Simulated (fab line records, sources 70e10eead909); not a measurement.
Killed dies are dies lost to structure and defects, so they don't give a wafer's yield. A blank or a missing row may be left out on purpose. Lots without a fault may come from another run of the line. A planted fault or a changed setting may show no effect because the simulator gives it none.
fab line records | flow nand_harc | part 1 of 2: steps 1 to 27 of 38
record lots=5 wafers=15 last_day=28
route steps=1302 shown P_M1@313 P_M2@318 P_BONDPAD@351
lots that met no fault: from a run of the same line without faults
start_h: hours from the record's first day to the start of the lot's first wafer shown | wait_h: hours since the lot's step before | " the same as in the row above | L1.1+2: a row that stands for several wafers | - no value, or no start given | * or withheld: withheld | < > ~ a bound
route shown NAME@n: a module of which the file shows steps, and the number in the route of the first | usual: mean/standard deviation of fault-free wafers | same: alike in all rows | chamber/n: place in a boat | sites: the reading at each site | _std_site: their standard deviation | _edge_site: outer sites' mean less inner sites' | radius_mm: how far each site lies from the wafer's centre | mask NAME#n: copy n | behind: the tool/chamber that last shaped the wafer | hold: why the lot was held/for how many hours/how that ended | device: the transistor (n, p or np) that didn't switch | end of line: the same wafers' tests at the end of the route | a step without rows: its recipe alone | killed: dies lost to structure and defects at the first sort, not the wafer's yield | map: a wafer's dies, x killed, . not, _ none there
set.NAME: the setting as run; set.NAME@STEP: as run at that earlier step | model.NAME: the simulator's own value behind a step, which no gauge read
lots at some steps of the route; a table a step, a row a wafer
services: from which hour (start_h, from the record's first day; less than 0 if before it) a tool's chamber was out of use, for how many hours, and why
## steps
# step NHARC_P_M1_SRD_25
# columns lot.wafer tool chamber start_h wait_h
L075.4+2+3 wet_bench-08 6,1,3 150.24 0.0
L077.5+3+2 wet_bench-10 7,1,4 161.85 0.0
L082.1+3+2 wet_bench-08 1,4,5 210.10 0.0
L085.1+3+2 wet_bench-08 7,1,4 235.77 0.0
L086.1+4+2 wet_bench-08 1,4,6 253.64 0.0
# step NHARC_P_M1_INSPECT_27
# usual raw_defect_count=313/120
# columns lot.wafer tool chamber start_h wait_h raw_defect_count
L075.2 defect_inspect-01 - 150.35 0.0 273
L075.3 " - " " 220
L075.4 " - " " 297
L077.2 defect_inspect-01 - 161.96 0.0 220
L077.3 " - " " 167
L077.5 " - " " 194
L082.1 defect_inspect-02 - 210.21 0.0 405
L082.2 " - " " 191
L082.3 " - " " 353
L085.1 defect_inspect-01 - 235.88 0.0 141
L085.2 " - " " 253
L085.3 " - " " 166
L086.1 defect_inspect-02 - 253.75 0.0 290
L086.2 " - " " 229
L086.4 " - " " 474
# step NHARC_P_M1_PRE_CLEAN_32
# recipe time_s=12 temp_c=370 rf_power_w=300 gas=NH3
# usual heater_power_w=611/120 susceptor_temp_C=369.98/0.21
# columns lot.wafer tool chamber start_h wait_h heater_power_w susceptor_temp_C
L075.2 pecvd-03 0 150.42 0.1 863 369.97
L075.3 " 1 " " 774 370.00
L075.4 " 1 " " 755 369.88
L077.3 pecvd-01 2 162.03 0.1 579 369.79
L077.2 " 1 " " 642 369.91
L077.5 " 1 " " 616 369.53
L082.1 pecvd-03 0 210.28 0.1 786 370.00
L082.3 " 1 " " 598 369.85
L082.2 " 2 " " 496 369.78
L085.3 pecvd-03 0 235.95 0.1 821 369.56
L085.1 " 1 " " 642 370.33
L085.2 " 2 " " 480 370.18
L086.1 pecvd-01 0 253.82 0.1 672 369.64
L086.2 " 2 " " 528 370.12
L086.4 " 1 " " 605 370.26
# step NHARC_P_M1_DEP_33
# recipe target_thk_a=300 temp_c=370 target_thk_nm=30 pressure_torr=3 flow_sccm=200 rf_w=450 material=SiCN
# usual heater_power_w=554/120 susceptor_temp_C=370.00/0.2
# columns lot.wafer tool chamber start_h wait_h heater_power_w susceptor_temp_C
L075.2 pecvd-03 0 150.50 0.1 747 369.76
L075.3 " 1 " " 685 369.86
L075.4 " 1 " " 734 369.95
L077.3 pecvd-01 2 162.11 0.1 486 369.69
L077.2 " 1 " " 534 369.90
L077.5 " 1 " " 543 369.96
L082.1 pecvd-03 0 210.36 0.1 699 369.94
L082.3 " 1 " " 552 370.11
L082.2 " 2 " " 394 370.12
L085.3 pecvd-03 0 236.03 0.1 761 370.05
L085.1 " 1 " " 538 370.04
L085.2 " 2 " " 393 370.11
L086.1 pecvd-01 0 253.90 0.1 537 370.08
L086.2 " 2 " " 570 370.09
L086.4 " 1 " " 469 370.19
# step NHARC_P_M2_DEP_00
# recipe target_thk_a=1825 target_thk_nm=182.5 temp_c=withheld pressure_torr=5 flow_sccm=200 rf_w=600 material=SiOC
# columns lot.wafer tool chamber start_h wait_h
L075.2+3+4 pecvd-02 0,2,0 150.91 -
L077.2+3+5 pecvd-01 2,0,0 - -
L082.2+1+3 pecvd-01 1,2,0 210.78 -
L085.3+1+2 pecvd-01 1,2,0 236.42 -
L086.1+2+4 pecvd-02 1,2,2 254.36 -
# step NHARC_P_M2_DEHYDRATE_01
# recipe temp_c=150 time_s=120
# columns lot.wafer tool chamber start_h wait_h
L075.2+3+4 litho_track-01 0 151.31 -
L077.2+3+5 litho_track-01 0 162.91 -
L082.1+2+3 litho_track-06 0 211.18 -
L085.1+2+3 litho_track-01 0 236.82 -
L086.1+2+4 litho_track-06 0 254.72 -
# step NHARC_P_M2_HMDS_02
# recipe time_s=30
# columns lot.wafer tool chamber start_h wait_h
L075.2+3+4 litho_track-01 0 - -
L077.2+3+5 litho_track-01 0 - -
L082.1+2+3 litho_track-06 0 - -
L085.1+2+3 litho_track-01 0 - -
L086.1+2+4 litho_track-06 0 - -
# step NHARC_P_M2_COAT_34
# recipe temp_c=200 time_s=65
# columns lot.wafer tool chamber start_h wait_h
L075.2+3+4 litho_track-01 0 - -
L077.2+3+5 litho_track-01 0 - -
L082.1+2+3 litho_track-06 0 - -
L085.1+2+3 litho_track-01 0 - -
L086.1+2+4 litho_track-06 0 - -
# step NHARC_P_M2_COAT_03
# recipe spin_rpm=1500 resist_thk_nm=90
# columns lot.wafer tool chamber start_h wait_h
L075.2+3+4 litho_track-01 0 - -
L077.2+3+5 litho_track-01 0 - -
L082.1+2+3 litho_track-06 0 - -
L085.1+2+3 litho_track-01 0 - -
L086.1+2+4 litho_track-06 0 - -
# step NHARC_P_M2_SOFTBAKE_04
# recipe temp_c=105 time_s=55
# columns lot.wafer tool chamber start_h wait_h
L075.2+3+4 litho_track-01 0 - -
L077.2+3+5 litho_track-01 0 - -
L082.1+2+3 litho_track-06 0 - -
L085.1+2+3 litho_track-01 0 - -
L086.1+2+4 litho_track-06 0 - -
# step NHARC_P_M2_EBR_05
# columns lot.wafer tool chamber start_h wait_h
L075.2+3+4 litho_track-01 0 - -
L077.2+3+5 litho_track-01 0 - -
L082.1+2+3 litho_track-06 0 - -
L085.1+2+3 litho_track-01 0 - -
L086.1+2+4 litho_track-06 0 - -
# step NHARC_P_M2_EXPOSE_06
# recipe na=1.35 target_cd_nm=170 dose_mj=80.78 mask_id=P_M2
# columns lot.wafer tool chamber start_h wait_h mask
L075.2+3+4 arfi_scanner-01 0 151.61 - P_M2#0
L077.2+3+5 arfi_scanner-02 0 163.20 - P_M2#0
L082.1+2+3 arfi_scanner-01 0 211.47 - P_M2#0
L085.1+2+3 arfi_scanner-02 0 237.11 - P_M2#0
L086.1+2+4 arfi_scanner-02 0 254.88 - P_M2#0
# step NHARC_P_M2_PEB_07
# recipe peb_temp_c=100 peb_time_s=65
# same peb_time_s=65
# columns lot.wafer tool chamber start_h wait_h
L075.2+3+4 litho_track-01 0 151.66 0.1
L077.2+3+5 litho_track-06 0 163.26 0.1
L082.1+2+3 litho_track-01 0 211.53 0.1
L085.1+2+3 litho_track-04 0 237.17 0.1
L086.1+2+4 litho_track-04 0 254.94 0.1
# step NHARC_P_M2_DEVELOP_08
# recipe develop_time_s=35 dev_temp_c=23
# columns lot.wafer tool chamber start_h wait_h
L075.2+3+4 litho_track-01 0 - -
L077.2+3+5 litho_track-06 0 - -
L082.1+2+3 litho_track-01 0 - -
L085.1+2+3 litho_track-04 0 - -
L086.1+2+4 litho_track-04 0 - -
# step NHARC_P_M2_CD_MEAS_09
# recipe target_cd_nm=170 landing_energy_ev=500
# usual cd_nm=170.2/0.61
# columns lot.wafer tool chamber start_h wait_h cd_nm
L075.2 cd_sem-02 0 151.74 - 170.4
L075.3 " 0 " " 169.2
L075.4 " 0 " " 169.9
L077.2 cd_sem-02 0 163.34 - 170.1
L077.3 " 0 " " 169.8
L077.5 " 0 " " 169.2
L082.1 cd_sem-03 0 211.61 - 171.0
L082.2 " 0 " " 169.4
L082.3 " 0 " " 170.2
L085.1 cd_sem-02 0 237.25 - 171.4
L085.2 " 0 " " 170.7
L085.3 " 0 " " 170.5
L086.1 cd_sem-02 0 255.02 - 170.2
L086.2 " 0 " " 170.9
L086.4 " 0 " " 170.4
# step NHARC_P_M2_OVL_MEAS_10
# recipe pitch_nm=340
# usual overlay_x_nm=0.0/0.76 overlay_y_nm=-0.2/0.84
# columns lot.wafer tool chamber start_h wait_h overlay_x_nm overlay_y_nm
L075.2 overlay-01 - 151.83 - -1.3 0.9
L075.3 " - " " -1.1 0.5
L075.4 " - " " -2.0 1.1
L077.2 overlay-02 - 163.43 - -0.7 1.7
L077.3 " - " " -0.8 1.2
L077.5 " - " " -0.7 1.6
L082.1 overlay-01 - 211.70 - 0.5 0.0
L082.2 " - " " 0.5 0.7
L082.3 " - " " 1.2 0.2
L085.1 overlay-02 - 237.34 - -0.6 0.2
L085.2 " - " " -0.3 0.0
L085.3 " - " " -0.6 0.1
L086.1 overlay-02 - 255.11 - 0.5 -0.4
L086.2 " - " " 0.0 -0.1
L086.4 " - " " 0.1 -0.7
# step NHARC_P_M2_INSPECT_11
# usual raw_defect_count=4.1/2.3
# columns lot.wafer tool chamber start_h wait_h raw_defect_count
L075.2 defect_inspect-02 - 151.87 0.0 3
L075.3 " - " " 5
L075.4 " - " " 5
L077.2 defect_inspect-02 - 163.46 0.0 3
L077.3 " - " " 3
L077.5 " - " " 4
L082.1 defect_inspect-02 - 211.73 0.0 2
L082.2 " - " " 3
L082.3 " - " " 7
L085.1 defect_inspect-01 - 237.38 0.0 2
L085.2 " - " " 5
L085.3 " - " " 4
L086.1 defect_inspect-01 - 255.15 0.0 3
L086.2 " - " " 3
L086.4 " - " " 2
# step NHARC_P_M2_DESCUM_14
# recipe time_s=3 o2_flow_sccm=200 ar_flow_sccm=0 bias_power_w=0 chemistry=O2
# usual drypump_motor_current_A=5.7/0.48 oes_product_au=1.000/0.0086 rf_vpp_V=57.6/0.78 showerhead_plenum_p_Torr=1.84/0.077 throttle_valve_pct=11.313/0.0099
# columns lot.wafer tool chamber start_h wait_h drypump_motor_current_A oes_product_au rf_hours_counter_h rf_vpp_V showerhead_plenum_p_Torr throttle_valve_pct
L075.4 rie_diel-08 3 151.93 0.1 5.4 1.010 6.4 57.6 1.79 11.316
L075.2 " 0 " " 6.0 1.003 6.9 57.0 1.78 11.321
L075.3 " 1 " " 6.1 0.996 7.0 58.2 1.81 11.305
L077.3 rie_diel-07 0 163.52 0.1 5.9 0.992 2.3 58.0 1.88 11.308
L077.2 " 1 " " 6.5 0.999 2.3 58.3 1.84 11.317
L077.5 " 1 " " 6.5 1.001 - 57.7 1.84 11.308
L082.2 rie_diel-05 1 211.80 0.1 6.4 1.012 8.5 58.1 1.84 11.327
L082.1 " 2 " " 5.2 1.015 8.9 57.4 1.80 11.307
L082.3 " 3 " " 4.9 0.996 8.3 56.8 1.84 11.302
L085.2 rie_diel-07 2 237.45 0.1 5.6 0.991 7.1 57.4 1.82 11.316
L085.1 " 3 " " 5.2 0.996 7.1 58.7 2.05 11.315
L085.3 " 0 " " 5.8 1.006 6.8 56.9 1.88 11.323
L086.2 rie_diel-08 3 255.22 0.1 5.4 1.008 2.8 57.3 1.79 11.302
L086.4 " 1 " " 6.1 1.003 4.0 57.5 1.81 11.320
L086.1 " 2 " " 5.9 1.010 3.1 56.9 1.79 11.318
# step NHARC_P_M2_ETCH_35
# recipe target_depth_a=400 overetch_a=120 time_s=43.94 ion_energy_ev=200 n2_flow_sccm=150 h2_flow_sccm=150 ar_flow_sccm=0 rf_w=400 bias_w=150 chemistry=N2/H2
# usual drypump_motor_current_A=5.7/0.49 oes_product_au=0.999/0.01 rf_vpp_V=428.4/2.5 showerhead_plenum_p_Torr=1.96/0.082 throttle_valve_pct=14.172/0.0091
# columns lot.wafer tool chamber start_h wait_h drypump_motor_current_A oes_product_au rf_hours_counter_h rf_vpp_V showerhead_plenum_p_Torr throttle_valve_pct
L075.3 rie_diel-08 0 152.01 0.1 6.0 0.998 6.9 425.4 1.89 14.169
L075.4 " 1 " " 6.1 0.991 7.1 429.0 1.93 14.157
L075.2 " 2 " " 5.9 1.001 6.4 426.3 1.90 14.165
L077.2 rie_diel-07 2 163.61 0.1 5.6 0.992 2.3 429.3 1.94 14.161
L077.3 " 3 " " 5.3 1.000 2.3 435.7 2.19 14.188
L077.5 " 2 " " 5.7 1.008 - 428.3 1.94 14.169
L082.3 rie_diel-05 3 211.88 0.1 4.8 0.994 8.3 427.6 1.96 14.167
L082.1 " 0 " " 5.3 1.009 8.9 427.5 1.90 14.172
L082.2 " 2 " " 5.2 1.021 9.0 427.1 1.91 14.168
L085.1 rie_diel-07 3 237.52 0.1 5.3 0.996 7.1 434.6 2.19 14.180
L085.3 " 0 " " 5.8 1.000 6.8 429.5 2.00 14.182
L085.2 " 2 " " 5.6 0.985 7.1 426.9 1.94 14.179
L086.4 rie_diel-08 3 255.31 0.1 5.4 1.006 2.8 427.3 1.91 14.193
L086.2 " 0 " " 5.9 1.010 3.7 425.9 1.89 14.167
L086.1 " 2 " " 5.9 1.004 3.1 425.4 1.90 14.180
# step NHARC_P_M2_ETCH_15
# recipe target_depth_a=1825 time_s=91.2 c4f8_flow_sccm=withheld ar_flow_sccm=400 rf_w=600 bias_w=300 chemistry=C4F8/Ar
# usual oes_product_au=0.942/0.022 rf_vpp_V=438.8/2.7
# columns lot.wafer tool chamber start_h wait_h oes_product_au rf_hours_counter_h rf_vpp_V
L075.2 rie_diel-08 2 - - 0.926 6.4 436.6
L075.4 " 0 " " 0.923 6.9 435.2
L075.3 " 1 " " 0.916 7.1 438.8
L077.3 rie_diel-07 0 - - 0.969 2.3 439.9
L077.2 " 2 " " 0.975 2.3 437.1
L077.5 " 0 " " 0.961 - 439.8
L082.3 rie_diel-05 0 - - 0.926 8.9 436.9
L082.1 " 2 " " 0.942 9.0 437.1
L082.2 " 3 " " 0.924 8.3 438.3
L085.3 rie_diel-07 2 - - 0.955 7.2 438.3
L085.2 " 3 " " 0.969 7.2 445.7
L085.1 " 0 " " 0.965 6.8 441.0
L086.1 rie_diel-08 2 - - 0.914 3.2 436.2
L086.4 " 3 " " 0.925 2.9 437.3
L086.2 " 0 " " 0.921 3.7 437.2
# step NHARC_P_M2_CD_MEAS_16
# usual cd_nm=170.1/0.82
# columns lot.wafer tool chamber start_h wait_h cd_nm
L075.2 cd_sem-01 - 152.23 - 169.8
L075.3 " - " " 170.5
L075.4 " - " " 168.9
L077.2 cd_sem-03 - 163.83 - 169.9
L077.3 " - " " 169.6
L077.5 " - " " 169.2
L082.1 cd_sem-01 - 212.10 - 171.2
L082.2 " - " " 169.1
L082.3 " - " " 168.9
L085.1 cd_sem-03 - 237.74 - 170.3
L085.2 " - " " 170.2
L085.3 " - " " 171.6
L086.1 cd_sem-03 - 255.61 - 169.8
L086.2 " - " " 170.4
L086.4 " - " " 171.4
# step NHARC_P_M2_STRIP_18
# recipe power_w=1000 n2_flow_sccm=150 h2_flow_sccm=150 ar_flow_sccm=0 bias_w=0 chemistry=N2/H2
# usual drypump_motor_current_A=5.8/0.46 oes_product_au=0.999/0.0087 rf_vpp_V=90.1/1 showerhead_plenum_p_Torr=1.95/0.077 throttle_valve_pct=14.171/0.01
# columns lot.wafer tool chamber start_h wait_h drypump_motor_current_A oes_product_au rf_hours_counter_h rf_vpp_V showerhead_plenum_p_Torr throttle_valve_pct
L075.4 rie_diel-07 0 152.30 0.1 5.9 1.003 1.8 90.0 2.00 14.169
L075.2 " 1 " " 6.5 0.991 1.8 87.9 1.96 14.172
L075.3 " 3 " " 5.3 1.010 1.3 92.6 2.20 14.167
L077.3 rie_diel-08 2 163.93 0.1 5.9 1.004 7.4 87.6 1.90 14.177
L077.2 " 0 " " 6.0 0.998 8.2 89.8 1.89 14.172
L077.5 " 1 " " 6.1 0.993 - 89.6 1.93 14.180
L082.3 rie_diel-07 1 212.20 0.1 6.5 0.998 5.9 90.8 1.96 14.185
L082.1 " 2 " " 5.6 0.999 6.5 90.2 1.94 14.169
L082.2 " 3 " " 5.3 0.993 6.4 91.6 2.19 14.178
L085.1 rie_diel-07 3 237.82 0.1 5.3 0.989 7.2 93.0 2.19 14.205
L085.2 " 0 " " 5.9 0.995 6.8 91.7 2.00 14.170
L085.3 " 1 " " 6.5 1.004 6.8 89.9 1.96 14.179
L086.2 rie_diel-05 0 255.68 0.1 5.3 0.999 0.1 88.9 1.90 14.184
L086.1 " 3 " " 4.9 0.999 0.2 90.1 1.96 14.156
L086.4 " 1 " " 6.5 0.995 - 90.6 1.96 14.175
# step NHARC_P_M2_ETCH_28
# recipe target_depth_a=300 over_etch_frac=0.3 time_s=72.99 ion_energy_ev=150 cf4_flow_sccm=50 n2_flow_sccm=100 ar_flow_sccm=150 rf_w=300 bias_w=100 chemistry=CF4/N2
# usual drypump_motor_current_A=5.7/0.46 oes_product_au=1.000/0.009 rf_vpp_V=312.4/1.8 showerhead_plenum_p_Torr=2.52/0.094 throttle_valve_pct=19.794/0.0091
# same over_etch_frac=0.3
# columns lot.wafer tool chamber start_h wait_h drypump_motor_current_A oes_product_au rf_hours_counter_h rf_vpp_V showerhead_plenum_p_Torr throttle_valve_pct
L075.4 rie_diel-07 2 - - 5.6 0.997 1.4 311.9 2.51 19.802
L075.3 " 3 " " 5.3 1.005 1.4 318.2 2.81 19.796
L075.2 " 0 " " 5.9 0.996 1.8 314.1 2.58 19.800
L077.3 rie_diel-08 2 - - 5.9 1.006 7.4 310.3 2.46 19.794
L077.2 " 1 " " 6.1 0.989 8.2 311.6 2.49 19.794
L077.5 " 2 " " 5.9 0.998 - 311.1 2.46 19.799
L082.3 rie_diel-07 0 - - 5.8 0.999 5.9 313.2 2.58 19.799
L082.2 " 1 " " 6.5 1.000 6.0 313.2 2.53 19.773
L082.1 " 2 " " 5.6 0.996 6.5 312.3 2.51 19.796
L085.3 rie_diel-07 2 - - 5.6 0.994 7.2 312.9 2.51 19.791
L085.2 " 3 " " 5.2 0.995 7.3 317.6 2.81 19.800
L085.1 " 0 " " 5.9 0.991 6.9 312.0 2.58 19.802
L086.2 rie_diel-05 1 - - 6.5 1.014 0.2 311.7 2.53 19.798
L086.1 " 3 " " 4.9 0.990 0.2 312.7 2.53 19.793
L086.4 " 0 " " 5.3 0.999 - 311.0 2.46 19.801
# step NHARC_P_M2_STRIP_19
# recipe time_s=600 temp_c=30 chemistry=post_etch_residue_remover
# columns lot.wafer tool chamber start_h wait_h
L075.3+4+2 wet_bench-08 5,0,2 152.67 -
L077.3+2+5 wet_bench-08 1,4,5 164.27 -
L082.2+3+1 wet_bench-08 0,1,4 212.55 -
L085.2+3+1 wet_bench-08 7,0,2 238.19 -
L086.4+2+1 wet_bench-08 0,2,3 256.12 -
# step NHARC_P_M2_DEGAS_29
# recipe temp_c=250 time_s=60
# usual heater_power_w=323/34 susceptor_temp_C=250.02/0.17
# columns lot.wafer tool chamber start_h wait_h heater_power_w susceptor_temp_C
L075.4 pvd_sputter-02 - 152.94 - 393 250.06
L075.2 " - " " 320 250.01
L075.3 " - " " 316 249.92
L077.2 pvd_sputter-02 - 164.54 - 266 249.85
L077.3 " - " " 399 249.78
L077.5 " - " " 269 249.86
L082.2 pvd_sputter-03 - 212.81 - 322 249.99
L082.1 " - " " 333 250.04
L082.3 " - " " 299 249.97
L085.1 pvd_sputter-01 - 238.46 - 298 249.93
L085.2 " - " " 298 249.87
L085.3 " - " " 343 249.75
L086.1 pvd_sputter-01 - 256.38 - 312 249.94
L086.4 " - " " 348 249.77
L086.2 " - " " 315 249.84
# step NHARC_P_M2_PRE_CLEAN_30
# recipe time_s=30 temp_c=280 gas=H2/He
# usual heater_power_w=396/41 susceptor_temp_C=280.01/0.21
# columns lot.wafer tool chamber start_h wait_h heater_power_w susceptor_temp_C
L075.3 pvd_sputter-02 - - - 390 280.29
L075.2 " - " " 376 280.09
L075.4 " - " " 335 280.11
L077.2 pvd_sputter-02 - - - 330 279.91
L077.3 " - " " 485 279.75
L077.5 " - " " 477 279.87
L082.1 pvd_sputter-03 - - - 449 279.77
L082.3 " - " " 408 279.99
L082.2 " - " " 404 279.96
L085.3 pvd_sputter-01 - - - 427 279.64
L085.1 " - " " 399 279.99
L085.2 " - " " 371 280.01
L086.1 pvd_sputter-01 - - - 391 280.28
L086.4 " - " " 364 279.91
L086.2 " - " " 413 280.19
# step NHARC_P_M2_PVD_20
# recipe target_thk_a=50 bias_v=168.6 power_w=15000 chamber_pressure_pa=0.12 time_s=8.06 substrate_temp_c=50 material=TaN
# usual chamber_pressure_pa=0.11997/0.00025 throttle_valve_pct=30.3/1.3
# columns lot.wafer tool chamber start_h wait_h chamber_pressure_pa throttle_valve_pct
L075.3 pvd_sputter-02 - - - 0.11998 31.2
L075.4 " - " " 0.1197 30.2
L075.2 " - " " 0.12031 28.8
L077.3 pvd_sputter-02 - - - 0.11947 30.7
L077.2 " - " " 0.11991 29.9
L077.5 " - " " 0.12038 28.4
L082.1 pvd_sputter-03 - - - 0.12026 33.0
L082.2 " - " " 0.12026 31.6
L082.3 " - " " 0.11993 29.5
L085.2 pvd_sputter-01 - - - 0.11976 30.4
L085.3 " - " " 0.1197 29.4
L085.1 " - " " 0.12015 28.8
L086.1 pvd_sputter-01 - - - 0.12033 31.7
L086.2 " - " " 0.11978 30.6
L086.4 " - " " 0.11981 29.2
